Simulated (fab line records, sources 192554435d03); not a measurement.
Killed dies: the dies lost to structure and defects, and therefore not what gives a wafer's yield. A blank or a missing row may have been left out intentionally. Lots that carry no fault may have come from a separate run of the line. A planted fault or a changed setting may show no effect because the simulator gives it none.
fab line records -- flow n5Finfet
[record] lots = 11, wafers = 33, lastDay = 17
route steps=1938 shown HKMG_FIN@444 PASSIVATION@1908
lots untouched by any fault: they come from a run of this same line in which no faults occurred
startH: hours from the record's opening day to when the first of the lot's shown wafers began -- waitH: time in hours since the lot's previous step -- " as in the row above -- L1.1+2: a row that stands for several wafers -- - value missing, or start not given -- * or withheld: withheld -- < > ~ a bound
route shown NAME@n: names a module that has steps shown in the file, with the first one's number in the route -- usual: mean and standard deviation over wafers with no fault -- same: alike in all rows -- chamber/n: place in a boat -- sites: readings site by site -- _std_site: the values' standard deviation -- _edge_site: inner sites' mean taken away from outer sites' mean -- radiusMm: how far each site lies from the wafer's centre -- mask NAME#n: copy n -- behind: the most recent tool/chamber to have shaped the wafer -- hold: cause of the lot's hold/its duration in hours/its outcome -- device: whichever transistor did not switch (one of n, p or np) -- end of line: tests of these same wafers at the route's end -- step lacking rows: just its recipe -- killed: dies that structure and defects cost at the first sort, which is not the same as the wafer's yield -- map: per-die view of a wafer (x killed, . not killed, _ where there is no die)
set.NAME: the setting that was run; set.NAME@STEP: the one run at that earlier step -- model.NAME: the simulator's own value behind a step, which no gauge read
route steps across a sampled set of lots; one table per step, one row per wafer
services: from which hour (startH, from the record's first day; less than 0 if before it) a tool's chamber was out of use, for how many hours, and why
[[steps]]
[step N5_HKMG_FIN_ETCH_86]
[recipe] chemistry = N2/H2, target = SOC, targetDepthA = 3932, stopOn = TiN, ionEnergyEv = 100, biasW = 61, pressureMtorr = 30, sourceW = 850, n2FlowSccm = 200, h2FlowSccm = 200
[usual] drypumpMotorCurrentA = 5.9/0.35, oesProductAu = 0.77/0.076, rfVppV = 241.1/1.1, showerheadPlenumPTorr = 2.58/0.073, throttleValvePct = 17.9/0.32
lot.wafer,tool,chamber,startH,waitH,drypumpMotorCurrentA,oesProductAu,rfHoursCounterH,rfVppV,showerheadPlenumPTorr,throttleValvePct
L571.4,rieDiel-04,2,77.15,-,6.1,0.77,132,242.7,2.56,18.3
L571.5,rieDiel-04,3,77.15,-,6.3,0.78,-,239.8,2.55,18.0
L571.6,rieDiel-04,2,77.15,-,6.1,0.77,-,241.2,2.56,18.3
L572.1,rieDiel-04,2,84.50,-,6.1,0.77,135,241.1,2.56,18.3
L572.3,rieDiel-04,1,84.50,-,6.4,0.69,211,241.7,2.63,18.0
L572.6,rieDiel-04,1,84.50,-,6.4,0.70,-,241.7,2.63,18.0
L573.1,rieDiel-04,0,90.66,-,6.3,0.73,195,239.7,2.64,17.9
L573.3,rieDiel-04,3,90.66,-,6.2,0.77,145,241.7,2.55,18.0
L573.5,rieDiel-04,2,90.66,-,6.1,0.76,-,241.2,2.56,18.3
L575.1,rieDiel-03,0,101.05,-,5.7,0.69,212,242.9,2.62,18.1
L575.3,rieDiel-03,1,101.05,-,5.5,0.76,138,239.8,2.44,17.4
L575.5,rieDiel-03,1,101.05,-,5.5,0.76,-,238.6,2.44,17.4
L582.2,rieDiel-04,3,142.19,-,6.2,0.75,164,240.9,2.54,18.1
L582.4,rieDiel-04,0,142.19,-,6.3,0.71,215,242.8,2.63,17.9
L582.5,rieDiel-04,2,142.19,-,6.1,0.76,-,240.7,2.55,18.3
L585.1,rieDiel-03,1,164.37,-,5.4,0.74,160,239.1,2.43,17.5
L585.4,rieDiel-03,2,164.37,-,5.8,0.88,43,242.7,2.69,17.4
L585.5,rieDiel-03,2,164.37,-,5.8,0.88,-,243.4,2.69,17.4
L587.3,rieDiel-05,1,170.88,-,5.5,0.70,183,241.8,2.64,18.0
L587.4,rieDiel-05,2,170.88,-,5.5,0.85,49,241.8,2.58,17.7
L587.6,rieDiel-05,0,170.88,-,5.6,0.85,-,242.3,2.69,17.4
L588.1,rieDiel-03,2,179.27,-,5.8,0.87,49,242.5,2.69,17.4
L588.2,rieDiel-03,1,179.27,-,5.4,0.74,165,239.8,2.43,17.5
L588.6,rieDiel-03,3,179.27,-,5.5,0.72,-,242.0,2.53,18.1
L590.3,rieDiel-03,2,191.10,-,5.8,0.86,52,242.1,2.69,17.5
L590.4,rieDiel-03,0,191.10,-,5.7,0.67,236,241.6,2.61,18.1
L590.6,rieDiel-03,2,191.10,-,5.8,0.87,-,243.2,2.69,17.4
L594.2,rieDiel-03,2,215.18,-,5.7,0.85,60,243.0,2.68,17.4
L594.3,rieDiel-03,1,215.18,-,5.4,0.72,178,239.0,2.43,17.5
L594.6,rieDiel-03,1,215.18,-,5.4,0.73,-,239.0,2.43,17.5
L593.3,rieDiel-04,1,216.52,-,6.5,0.99,1,241.3,2.61,17.7
L593.4,rieDiel-04,2,216.52,-,6.1,0.73,178,240.4,2.54,18.4
L593.6,rieDiel-04,2,216.52,-,6.1,0.74,-,240.2,2.54,18.4
[step N5_PASSIVATION_DESCUM_32]
[recipe] chemistry = O2, timeS = 7.9, sourcePowerW = 50, biasPowerW = 20, pressureMtorr = 20, rfFrequencyHz = 2.712e+07, tempC = 40, o2FlowSccm = 225
[usual] drypumpMotorCurrentA = 5.9/0.36, oesProductAu = 0.79/0.095, rfVppV = 243.4/1.4, showerheadPlenumPTorr = 2.10/0.065, tempC = 39.99/0.1, throttleValvePct = 20.47/0.26
lot.wafer,tool,chamber,startH,waitH,drypumpMotorCurrentA,oesProductAu,rfHoursCounterH,rfVppV,showerheadPlenumPTorr,tempC,throttleValvePct
L571.4,rieDiel-03,3,246.97,0.1,5.5,0.71,-,242.6,2.08,39.96,20.83
L571.5,rieDiel-03,1,246.97,0.1,5.4,0.72,-,240.8,1.99,39.93,20.03
L571.6,rieDiel-03,2,246.97,0.1,5.7,0.85,-,246.3,2.21,39.86,20.18
L572.1,rieDiel-04,2,261.72,0.0,6.1,0.72,196,241.5,2.07,39.97,20.79
L572.3,rieDiel-04,0,261.72,0.0,6.3,1.01,1,243.5,2.16,39.87,20.25
L572.6,rieDiel-04,3,261.72,0.0,6.3,0.72,-,243.9,2.07,39.90,20.73
L573.1,rieDiel-03,0,273.27,0.0,5.7,0.97,9,243.0,2.15,40.00,20.41
L573.3,rieDiel-03,1,273.27,0.0,5.4,0.71,200,243.1,1.99,40.05,20.04
L573.5,rieDiel-03,1,273.27,0.0,5.4,0.70,-,242.9,1.99,40.26,20.06
L575.1,rieDiel-05,0,288.05,0.0,5.7,0.82,71,245.8,2.21,39.97,20.11
L575.3,rieDiel-05,3,288.05,0.0,5.8,0.79,94,241.1,2.03,39.90,20.43
L575.5,rieDiel-05,2,288.05,0.0,5.5,0.81,-,244.3,2.11,40.02,20.39
L582.2,rieDiel-04,2,337.41,0.2,6.1,0.70,223,243.8,2.06,40.01,20.85
L582.4,rieDiel-04,2,337.41,0.2,6.1,0.70,-,243.1,2.06,40.10,20.84
L582.5,rieDiel-04,1,337.41,0.2,6.4,0.88,-,244.5,2.14,39.76,20.46
L587.3,rieDiel-03,0,353.39,0.0,5.7,0.91,38,242.2,2.14,40.09,20.45
L587.4,rieDiel-03,1,353.39,0.0,5.4,0.70,229,240.9,1.98,39.96,20.10
L587.6,rieDiel-03,2,353.39,0.0,5.7,0.82,-,245.8,2.20,40.01,20.23
L585.1,rieDiel-04,0,357.47,0.0,6.2,0.92,27,244.7,2.15,40.12,20.29
L585.4,rieDiel-04,2,357.47,0.0,6.1,0.70,230,243.9,2.05,39.92,20.85
L585.5,rieDiel-04,2,357.47,0.0,6.1,0.69,-,241.4,2.05,39.88,20.87
L588.1,rieDiel-03,3,377.88,0.1,5.5,0.68,248,242.4,2.07,39.85,20.90
L588.2,rieDiel-03,1,377.88,0.1,5.4,0.69,238,240.6,1.98,39.92,20.11
L588.6,rieDiel-03,0,377.88,0.1,5.7,0.88,-,242.0,2.13,39.89,20.46
L594.2,rieDiel-03,1,404.16,0.0,5.4,0.68,251,241.1,1.97,39.95,20.14
L594.3,rieDiel-03,2,404.16,0.0,5.8,0.79,135,244.8,2.19,40.03,20.29
L594.6,rieDiel-03,0,404.16,0.0,5.7,0.88,-,243.1,2.13,40.05,20.48
L590.3,rieDiel-04,0,404.94,0.0,6.3,0.89,47,244.3,2.14,40.05,20.34
L590.4,rieDiel-04,3,404.94,0.0,6.3,0.98,-,242.5,2.05,39.91,20.37
L590.6,rieDiel-04,0,404.94,0.0,6.3,0.89,-,245.5,2.14,40.06,20.29
L593.3,rieDiel-04,0,408.91,0.6,6.3,0.88,50,244.9,2.14,39.86,20.32
L593.4,rieDiel-04,3,408.91,0.6,6.3,0.98,-,242.5,2.05,40.00,20.37
L593.6,rieDiel-04,1,408.91,0.6,6.5,0.84,-,244.2,2.13,40.08,20.51
[step N5_PASSIVATION_ETCH_59]
[recipe] chemistry = Cl2/BCl3, target = TaN, targetDepthA = 650, timeS = 34.9, ionEnergyEv = 100, pressureMtorr = 10, icpW = 900, biasW = 100, Cl2_flow_sccm = 60, bcl3FlowSccm = 30
[usual] bcl3FlowSccm = 29.98/0.084, drypumpMotorCurrentA = 5.6/0.42, oesProductAu = 0.75/0.094, throttleValvePct = 21.10/0.15
lot.wafer,tool,chamber,startH,waitH,bcl3FlowSccm,drypumpMotorCurrentA,oesProductAu,rfHoursCounterH,throttleValvePct
L571.4,rieMetal-03,1,247.45,0.2,29.99,5.1,0.67,-,21.10
L571.5,rieMetal-03,1,247.45,0.2,29.97,5.2,0.68,-,21.10
L571.6,rieMetal-03,0,247.45,0.2,29.91,5.8,0.72,-,21.22
L572.1,rieMetal-03,1,262.21,0.3,29.91,5.2,0.67,87,21.09
L572.3,rieMetal-03,1,262.21,0.3,30.02,5.1,0.67,-,21.10
L572.6,rieMetal-03,1,262.21,0.3,29.94,5.2,0.67,-,21.11
L573.1,rieMetal-01,0,274.16,0.7,30.11,6.0,0.73,64,21.19
L573.3,rieMetal-01,0,274.16,0.7,30.05,6.0,0.75,-,21.16
L573.5,rieMetal-01,0,274.16,0.7,30.09,6.0,0.74,-,21.19
L575.1,rieMetal-01,0,288.93,0.7,29.88,6.0,0.74,66,21.21
L575.3,rieMetal-01,0,288.93,0.7,30.02,6.0,0.73,-,21.21
L575.5,rieMetal-01,0,288.93,0.7,29.92,6.0,0.73,-,21.19
L582.2,rieMetal-02,1,337.89,0.3,30.03,5.3,0.75,53,21.06
L582.4,rieMetal-02,1,337.89,0.3,29.82,5.3,0.75,-,21.04
L582.5,rieMetal-02,1,337.89,0.3,29.98,5.2,0.75,-,21.02
L587.3,rieMetal-01,0,353.91,0.2,30.02,6.0,0.73,-,21.20
L587.4,rieMetal-01,1,353.91,0.2,30.06,5.2,0.94,-,20.80
L587.6,rieMetal-01,1,353.91,0.2,29.92,5.2,0.94,-,20.79
L585.1,rieMetal-03,0,358.35,0.7,30.01,5.8,0.70,82,21.27
L585.4,rieMetal-03,0,358.35,0.7,30.06,5.8,0.70,-,21.25
L585.5,rieMetal-03,0,358.35,0.7,30.01,5.8,0.70,-,21.26
L588.1,rieMetal-03,1,378.36,0.3,29.96,5.2,0.66,97,21.13
L588.2,rieMetal-03,0,378.36,0.3,30.06,5.8,0.69,83,21.27
L588.6,rieMetal-03,1,378.36,0.3,29.76,5.2,0.65,-,21.13
L594.2,rieMetal-03,0,404.65,0.3,29.93,5.8,0.69,86,21.27
L594.3,rieMetal-03,1,404.65,0.3,30.13,5.2,0.65,-,21.10
L594.6,rieMetal-03,1,404.65,0.3,30.24,5.1,0.65,-,21.13
L590.3,rieMetal-03,0,405.46,0.2,29.94,5.8,0.68,-,21.28
L590.4,rieMetal-03,1,405.46,0.2,30.05,5.2,0.65,-,21.11
L590.6,rieMetal-03,1,405.46,0.2,30.01,5.2,0.65,-,21.14
L593.3,rieMetal-03,1,409.43,0.2,30.09,5.1,0.65,-,21.11
L593.4,rieMetal-03,0,409.43,0.2,29.92,5.8,0.68,-,21.28
L593.6,rieMetal-03,0,409.43,0.2,29.87,5.8,0.69,-,21.27
[step N5_PASSIVATION_CD_MEAS_44]
[recipe] targetCdNm = 40000, landingEnergyEv = 500, detector = seInlens
[usual] cdNm = 40000/2.8
lot.wafer,tool,chamber,startH,waitH,cdNm
L571.4,cdSem-03,0,248.71,-,40008
L571.5,cdSem-03,0,248.71,-,40005
L571.6,cdSem-03,0,248.71,-,40003
L572.1,cdSem-01,0,263.37,-,39998
L572.3,cdSem-01,0,263.37,-,40004
L572.6,cdSem-01,0,263.37,-,39995
L573.1,cdSem-02,0,275.41,-,40001
L573.3,cdSem-02,0,275.41,-,40005
L573.5,cdSem-02,0,275.41,-,40002
L575.1,cdSem-02,0,290.51,-,40000
L575.3,cdSem-02,0,290.51,-,40001
L575.5,cdSem-02,0,290.51,-,40002
L582.2,cdSem-01,0,339.06,-,40001
L582.4,cdSem-01,0,339.06,-,40002
L582.5,cdSem-01,0,339.06,-,40001
L587.3,cdSem-01,0,355.28,-,40001
L587.4,cdSem-01,0,355.28,-,39999
L587.6,cdSem-01,0,355.28,-,39996
L585.1,cdSem-03,0,359.75,-,40002
L585.4,cdSem-03,0,359.75,-,40001
L585.5,cdSem-03,0,359.75,-,40000
L588.1,cdSem-02,0,379.66,-,39999
L588.2,cdSem-02,0,379.66,-,39999
L588.6,cdSem-02,0,379.66,-,40001
L594.2,cdSem-03,0,405.83,-,39998
L594.3,cdSem-03,0,405.83,-,39999
L594.6,cdSem-03,0,405.83,-,40000
L590.3,cdSem-03,0,406.73,-,40000
L590.4,cdSem-03,0,406.73,-,40000
L590.6,cdSem-03,0,406.73,-,40000
L593.3,cdSem-01,0,410.90,-,39998
L593.4,cdSem-01,0,410.90,-,40000
L593.6,cdSem-01,0,410.90,-,39999
[step N5_PASSIVATION_PROBE_49]
[usual] killed_at_M0_to_M3 = 35/11, killed_at_M4_up = 14/5.4, killedAtContacts = 12/6.2, killedAtFrontEnd = 38/11, killedAtOther = 4.1/2.8, killedDies = 103/17, killedOnRim = 13/4, killedOpen = 66/13, killedShort = 34/8.2
[same] grossDies = 1180, killedAtBackSide = 0
lot.wafer,tool,chamber,startH,waitH,killed_at_M0_to_M3,killed_at_M4_up,killedAtContacts,killedAtFrontEnd,killedAtOther,killedDies,killedOnRim,killedOpen,killedShort
L571.4,prober-02,-,252.27,0.2,27,10,3,39,3,82,14,56,23
L571.5,prober-02,-,252.32,0.2,26,14,7,27,2,76,16,42,32
L571.6,prober-02,-,252.37,0.3,21,12,3,28,3,67,9,30,32
L572.1,prober-02,-,266.51,0.0,39,23,16,28,1,107,15,77,28
L572.3,prober-02,-,266.61,0.1,57,21,13,48,5,144,20,93,47
L572.6,prober-02,-,266.76,0.3,30,19,10,48,2,109,17,75,26
L573.1,prober-01,-,278.55,0.0,34,19,10,52,0,115,10,73,38
L573.3,prober-01,-,278.65,0.1,23,18,5,44,4,94,5,69,24
L573.5,prober-01,-,278.75,0.2,31,14,14,37,1,97,8,59,32
L575.1,prober-01,-,294.22,0.6,29,7,10,34,6,86,8,61,21
L575.3,prober-01,-,294.32,0.7,32,13,9,35,1,90,15,65,20
L575.5,prober-01,-,294.42,0.8,32,11,4,36,8,91,12,62,26
L582.2,prober-01,-,342.72,0.1,21,16,4,152,4,197,26,57,23
L582.4,prober-01,-,342.82,0.2,35,35,13,41,6,130,17,89,39
L582.5,prober-01,-,342.87,0.2,44,10,10,46,1,111,14,79,30
L587.3,prober-01,-,358.67,0.1,58,10,10,26,5,109,17,72,37
L587.4,prober-01,-,358.72,0.2,36,5,14,30,2,87,6,59,27
L587.6,prober-01,-,358.82,0.3,34,9,11,31,4,89,9,67,22
L585.1,prober-02,-,362.96,0.0,41,22,9,53,8,133,21,97,36
L585.4,prober-02,-,363.11,0.2,31,10,15,41,4,101,19,70,30
L585.5,prober-02,-,363.16,0.2,48,18,6,43,6,121,21,83,36
L588.1,prober-01,-,383.29,0.0,48,13,4,25,4,94,15,61,32
L588.2,prober-01,-,383.34,0.1,29,17,3,30,2,81,12,58,22
L588.6,prober-01,-,383.54,0.3,37,18,2,38,2,97,13,65,28
L594.2,prober-02,-,409.01,0.1,40,16,7,39,2,104,13,56,48
L594.3,prober-02,-,409.06,0.1,34,20,14,17,2,87,9,62,25
L594.6,prober-02,-,409.21,0.3,25,13,7,35,4,84,12,52,32
L590.3,prober-02,-,411.05,0.1,33,14,13,55,1,116,15,80,34
L590.4,prober-02,-,411.10,0.2,25,11,15,71,1,123,21,86,34
L590.6,prober-02,-,411.20,0.3,62,9,12,48,0,131,12,91,37
L593.3,prober-01,-,414.22,0.1,44,21,7,17,5,94,6,62,29
L593.4,prober-01,-,414.27,0.2,41,17,4,34,6,102,8,66,34
L593.6,prober-01,-,414.37,0.3,53,17,7,34,1,112,17,76,35
// killed by level:class
L571.4 DUMMY_GATE:geometricParticle:open=8 BEOL_M0_SAQP:geometricParticle:open=7 FIN_SAQP:geometricParticle:open=6 FIN_SAQP:geometricParticle:short=6 STI_FIN_REVEAL:geometricParticle:open=6 BEOL_M3:geometricParticle:open=6 BEOL_M0_SAQP:geometricParticle:short=5 GATE_CUT:geometricParticle:short=4
L571.5 BEOL_M2:geometricParticle:open=7 BEOL_M0_SAQP:geometricParticle:short=6 BEOL_M4:geometricParticle:short=5 FIN_SAQP:geometricParticle:open=4 FIN_SAQP:geometricParticle:short=4 MOL_CONTACT_COAG:geometricParticle:open=4 BEOL_M2:geometricParticle:short=3 BEOL_M3:geometricParticle:open=3
L571.6 BEOL_M0:geometricParticle:open=8 GATE_CUT:geometricParticle:short=6 ILD0:geometricParticle:short=4 BEOL_M0_SAQP:geometricParticle:short=4 STI_FIN_REVEAL:geometricParticle:open=3 DUMMY_GATE:geometricParticle:open=3 STI_FIN_REVEAL:geometricParticle:short=3 MOL_CONTACT_COAG:geometricParticle:open=3
L572.1 STI_FIN_REVEAL:geometricParticle:open=13 MOL_CONTACT_COAG:geometricParticle:open=13 BEOL_M4:geometricParticle:open=13 BEOL_M1:geometricParticle:open=9 BEOL_M2:geometricParticle:open=7 BEOL_M0_SAQP:geometricParticle:open=6 BEOL_M3:geometricParticle:open=6 STI_FIN_REVEAL:geometricParticle:short=4
L572.3 BEOL_M3:geometricParticle:open=13 STI_FIN_REVEAL:geometricParticle:open=11 MOL_CONTACT_COAG:geometricParticle:open=10 BEOL_M0_SAQP:geometricParticle:open=9 BEOL_M0_SAQP:geometricParticle:short=9 FIN_SAQP:geometricParticle:short=8 BEOL_M4:geometricParticle:open=8 BEOL_M1:geometricParticle:open=7
L572.6 STI_FIN_REVEAL:geometricParticle:open=18 MOL_CONTACT_COAG:geometricParticle:open=10 FIN_SAQP:geometricParticle:open=7 BEOL_M1:geometricParticle:open=7 FIN_SAQP:geometricParticle:short=6 BEOL_M0_SAQP:geometricParticle:short=5 BEOL_M4:geometricParticle:open=5 BEOL_M3:geometricParticle:open=4
L573.1 BEOL_M1:geometricParticle:open=15 FIN_SAQP:geometricParticle:open=10 STI_FIN_REVEAL:geometricParticle:open=10 MOL_CONTACT_COAG:geometricParticle:open=9 STARTING-WAFER:geometricParticle:short=8 BEOL_M1:geometricParticle:short=7 FIN_SAQP:geometricParticle:short=6 BEOL_M4:geometricParticle:open=5
L573.3 FIN_SAQP:geometricParticle:open=20 BEOL_M3:geometricParticle:open=8 BEOL_M4:geometricParticle:open=7 STI_FIN_REVEAL:geometricParticle:open=6 DUMMY_GATE:geometricParticle:open=6 FIN_SAQP:geometricParticle:short=5 BEOL_M0_SAQP:geometricParticle:short=4 BEOL_M1:geometricParticle:open=4
L573.5 FIN_SAQP:geometricParticle:open=11 BEOL_M3:geometricParticle:open=8 MOL_CONTACT_COAG:geometricParticle:open=7 MOL_CONTACT_COAG:geometricParticle:short=5 DUMMY_GATE:geometricParticle:open=5 BEOL_M0_SAQP:geometricParticle:short=5 BEOL_M1:geometricParticle:open=5 FIN_SAQP:geometricParticle:short=4
L575.1 STI_FIN_REVEAL:geometricParticle:open=11 BEOL_M2:geometricParticle:open=7 MOL_CONTACT_COAG:geometricParticle:open=6 DUMMY_GATE:geometricParticle:open=6 BEOL_M3:geometricParticle:open=5 MOL_CONTACT_COAG:geometricParticle:short=4 FIN_SAQP:geometricParticle:open=3 STI_FIN_REVEAL:geometricParticle:short=3
L575.3 BEOL_M2:geometricParticle:open=10 MOL_CONTACT_COAG:geometricParticle:open=9 BEOL_M3:geometricParticle:open=8 STI_FIN_REVEAL:geometricParticle:open=7 BEOL_M4:geometricParticle:open=6 FIN_SAQP:geometricParticle:short=4 GATE_CUT:geometricParticle:short=4 GATE_CUT:geometricParticle:open=4
L575.5 BEOL_M2:geometricParticle:open=10 FIN_SAQP:geometricParticle:open=6 BEOL_M1:geometricParticle:open=6 STI_FIN_REVEAL:geometricParticle:open=5 GATE_CUT:geometricParticle:short=5 BEOL_M4:geometricParticle:open=5 FIN_SAQP:geometricParticle:short=4 MOL_CONTACT_COAG:geometricParticle:open=4
L582.2 HKMG_FIN:unspecified=116 STI_FIN_REVEAL:geometricParticle:open=9 BEOL_M4:geometricParticle:open=9 FIN_SAQP:geometricParticle:short=7 BEOL_M1:geometricParticle:open=6 BEOL_M2:geometricParticle:open=5 DUMMY_GATE:geometricParticle:open=4 BEOL_M4:geometricParticle:short=4
L582.4 BEOL_M4:geometricParticle:open=23 MOL_CONTACT_COAG:geometricParticle:open=11 STI_FIN_REVEAL:geometricParticle:open=9 BEOL_M0_SAQP:geometricParticle:open=9 BEOL_M0_SAQP:geometricParticle:short=9 GATE_CUT:geometricParticle:short=6 BEOL_M4:geometricParticle:short=6 BEOL_M3:geometricParticle:open=5
L582.5 STI_FIN_REVEAL:geometricParticle:open=21 BEOL_M3:geometricParticle:open=12 BEOL_M0_SAQP:geometricParticle:short=10 MOL_CONTACT_COAG:geometricParticle:open=9 FIN_SAQP:geometricParticle:short=7 BEOL_M2:geometricParticle:open=6 FIN_SAQP:geometricParticle:open=5 BEOL_M0_SAQP:geometricParticle:open=5
L587.3 BEOL_M2:geometricParticle:open=20 FIN_SAQP:geometricParticle:open=8 BEOL_M0_SAQP:geometricParticle:short=7 MOL_CONTACT_COAG:geometricParticle:open=6 BEOL_M0_SAQP:geometricParticle:open=6 BEOL_M3:geometricParticle:open=6 FIN_SAQP:geometricParticle:short=5 BEOL_M0:geometricParticle:open=5
L587.4 DUMMY_GATE:geometricParticle:open=8 MOL_CONTACT_COAG:geometricParticle:open=8 BEOL_M3:geometricParticle:open=8 BEOL_M0_SAQP:geometricParticle:short=7 MOL_CONTACT_COAG:geometricParticle:short=6 FIN_SAQP:geometricParticle:open=5 DUMMY_GATE:geometricParticle:short=5 BEOL_M1:geometricParticle:open=5
L587.6 BEOL_M2:geometricParticle:open=9 STI_FIN_REVEAL:geometricParticle:open=8 MOL_CONTACT_COAG:geometricParticle:open=8 FIN_SAQP:geometricParticle:open=7 STARTING-WAFER:geometricParticle:open=6 BEOL_M0_SAQP:geometricParticle:short=5 BEOL_M0_SAQP:geometricParticle:open=5 BEOL_M0:geometricParticle:open=5
L585.1 FIN_SAQP:geometricParticle:open=14 BEOL_M4:geometricParticle:open=11 BEOL_M3:geometricParticle:open=10 BEOL_M1:geometricParticle:open=9 DUMMY_GATE:geometricParticle:open=8 MOL_CONTACT_COAG:geometricParticle:open=8 STI_FIN_REVEAL:geometricParticle:open=7 BEOL_M0_SAQP:geometricParticle:short=7
L585.4 MOL_CONTACT_COAG:geometricParticle:open=14 STI_FIN_REVEAL:geometricParticle:open=13 BEOL_M0_SAQP:geometricParticle:open=8 BEOL_M2:geometricParticle:open=8 FIN_SAQP:geometricParticle:short=6 BEOL_M0_SAQP:geometricParticle:short=6 BEOL_M4:geometricParticle:open=6 FIN_SAQP:geometricParticle:open=5
L585.5 BEOL_M0_SAQP:geometricParticle:short=12 BEOL_M0_SAQP:geometricParticle:open=12 STI_FIN_REVEAL:geometricParticle:open=8 BEOL_M2:geometricParticle:open=6 BEOL_M4:geometricParticle:open=6 FIN_SAQP:geometricParticle:open=5 DUMMY_GATE:geometricParticle:open=5 ILD0:geometricParticle:open=5
L588.1 BEOL_M3:geometricParticle:open=11 BEOL_M2:geometricParticle:open=9 BEOL_M0_SAQP:geometricParticle:open=7 BEOL_M1:geometricParticle:open=6 FIN_SAQP:geometricParticle:open=4 FIN_SAQP:geometricParticle:short=4 GATE_CUT:geometricParticle:open=4 GATE_CUT:geometricParticle:short=4
L588.2 BEOL_M2:geometricParticle:open=9 GATE_CUT:geometricParticle:open=7 GATE_CUT:geometricParticle:short=6 BEOL_M5:geometricParticle:open=6 FIN_SAQP:geometricParticle:open=4 BEOL_M0_SAQP:geometricParticle:open=4 BEOL_M1:geometricParticle:open=4 BEOL_M3:geometricParticle:open=4
L588.6 BEOL_M2:geometricParticle:open=12 BEOL_M0_SAQP:geometricParticle:open=8 GATE_CUT:geometricParticle:short=7 FIN_SAQP:geometricParticle:open=6 GATE_CUT:geometricParticle:open=6 BEOL_M4:geometricParticle:open=6 STI_FIN_REVEAL:geometricParticle:open=5 FIN_SAQP:geometricParticle:short=4
L594.2 BEOL_M0_SAQP:geometricParticle:short=15 FIN_SAQP:geometricParticle:short=9 FIN_SAQP:geometricParticle:open=7 BEOL_M0_SAQP:geometricParticle:open=7 ILD0:geometricParticle:short=6 MOL_CONTACT_COAG:geometricParticle:open=6 BEOL_M3:geometricParticle:open=6 STARTING-WAFER:geometricParticle:open=6
L594.3 MOL_CONTACT_COAG:geometricParticle:open=12 BEOL_M0_SAQP:geometricParticle:open=9 BEOL_M4:geometricParticle:open=9 BEOL_M2:geometricParticle:open=8 BEOL_M0_SAQP:geometricParticle:short=6 STI_FIN_REVEAL:geometricParticle:open=4 BEOL_M3:geometricParticle:open=4 STARTING-WAFER:geometricParticle:short=4
L594.6 STI_FIN_REVEAL:geometricParticle:open=7 BEOL_M4:geometricParticle:open=7 MOL_CONTACT_COAG:geometricParticle:open=6 STI_FIN_REVEAL:geometricParticle:short=5 GATE_CUT:geometricParticle:short=5 BEOL_M0_SAQP:geometricParticle:short=5 BEOL_M3:geometricParticle:open=5 BEOL_M0_SAQP:geometricParticle:open=4
L590.3 FIN_SAQP:geometricParticle:open=19 STI_FIN_REVEAL:geometricParticle:open=13 MOL_CONTACT_COAG:geometricParticle:open=10 BEOL_M1:geometricParticle:open=8 FIN_SAQP:geometricParticle:short=6 BEOL_M3:geometricParticle:open=6 STI_FIN_REVEAL:geometricParticle:short=5 BEOL_M3:geometricParticle:short=5
L590.4 FIN_SAQP:geometricParticle:open=23 STI_FIN_REVEAL:geometricParticle:open=15 MOL_CONTACT_COAG:geometricParticle:open=13 FIN_SAQP:geometricParticle:short=10 BEOL_M3:geometricParticle:open=9 STI_FIN_REVEAL:geometricParticle:short=6 DUMMY_GATE:geometricParticle:open=4 BEOL_M4:geometricParticle:open=4
L590.6 FIN_SAQP:geometricParticle:open=26 BEOL_M0_SAQP:geometricParticle:short=16 BEOL_M1:geometricParticle:open=15 BEOL_M0_SAQP:geometricParticle:open=11 BEOL_M3:geometricParticle:open=10 MOL_CONTACT_COAG:geometricParticle:open=9 FIN_SAQP:geometricParticle:short=6 STI_FIN_REVEAL:geometricParticle:open=3
L593.3 BEOL_M0_SAQP:geometricParticle:open=14 BEOL_M3:geometricParticle:open=12 BEOL_M0_SAQP:geometricParticle:short=11 BEOL_M4:geometricParticle:open=8 BEOL_M7:geometricParticle:open=7 MOL_CONTACT_COAG:geometricParticle:open=6 BEOL_M5:geometricParticle:open=4 STARTING-WAFER:geometricParticle:open=4
L593.4 BEOL_M0_SAQP:geometricParticle:short=17 FIN_SAQP:geometricParticle:open=15 BEOL_M0_SAQP:geometricParticle:open=10 BEOL_M3:geometricParticle:open=6 BEOL_M4:geometricParticle:open=6 STI_FIN_REVEAL:geometricParticle:open=5 BEOL_M5:geometricParticle:open=5 MOL_CONTACT_COAG:geometricParticle:open=3
L593.6 FIN_SAQP:geometricParticle:open=14 BEOL_M0_SAQP:geometricParticle:open=11 BEOL_M2:geometricParticle:open=11 BEOL_M3:geometricParticle:open=9 BEOL_M0_SAQP:geometricParticle:short=8 MOL_CONTACT_COAG:geometricParticle:open=7 BEOL_M3:geometricParticle:short=6 STI_FIN_REVEAL:geometricParticle:open=5
[[services]]
tool,chamber,startH,hours,kind
rieDiel-05,3,55.27,10.0,repair
rieDiel-04,2,65.79,6.7,repair
rieDiel-03,3,95.34,22.6,repair
rieDiel-03,0,103.91,18.7,repair
rieMetal-02,-,107.43,2.8,pm
rieMetal-03,-,108.13,14.6,pm
rieDiel-03,-,112.50,2.8,repair
rieDiel-04,2,116.92,6.0,repair
rieMetal-02,0,142.03,22.0,repair
rieMetal-03,0,178.85,7.3,repair
rieDiel-05,0,219.57,8.4,repair
rieMetal-02,1,222.25,16.5,repair
rieDiel-05,2,241.26,2.6,repair
rieDiel-05,0,255.58,11.1,repair
rieDiel-04,0,266.18,6.3,repair
rieMetal-01,1,270.51,18.7,repair
rieMetal-03,-,274.06,0.4,repair
rieDiel-05,-,299.94,2.8,pm
rieMetal-02,1,304.85,9.7,repair
rieDiel-03,-,321.59,0.2,repair
rieDiel-03,3,327.58,11.6,repair
rieDiel-04,1,328.03,7.2,repair
rieMetal-03,1,354.43,3.3,repair
rieDiel-04,3,367.57,8.4,repair
[[key]]
[firstSign] step = N5_PASSIVATION_PROBE_49, reading = killedAtFrontEnd, direction = up, sigmas = 10, usual = 38, struck = 152
[effect] step = N5_PASSIVATION_PROBE_49, reading = killedDies, direction = up, sigmas = 5.5, usual = 103, struck = 197
[moreKillsBornAt] N5_HKMG_FIN_ETCH_86@rieDiel-04 = 116
metAt N5_HKMG_FIN_ETCH_86
struckLots L582
struckWafers L582.2
testerLeftOut L582
notActingAt N5_PASSIVATION_DESCUM_32,N5_PASSIVATION_ETCH_59,N5_PASSIVATION_CD_MEAS_44
onsetBetween 90.66 142.19
[fault] kind = chamberParticleSource, tool = rieDiel-04, chamber = 3, onsetH = 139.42, steps = N5_HKMG_FIN_ETCH_86, ratePerVisitCm2 = 1.4845, endH = 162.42
// testerLeftOut: of these lots the tester's yield and bins aren't shown, on N5 and GAA mostly nor the transistor test; their killed dies are dies lost to structure and defects alone, not to doping, threshold or leakage, so they don't give the yield
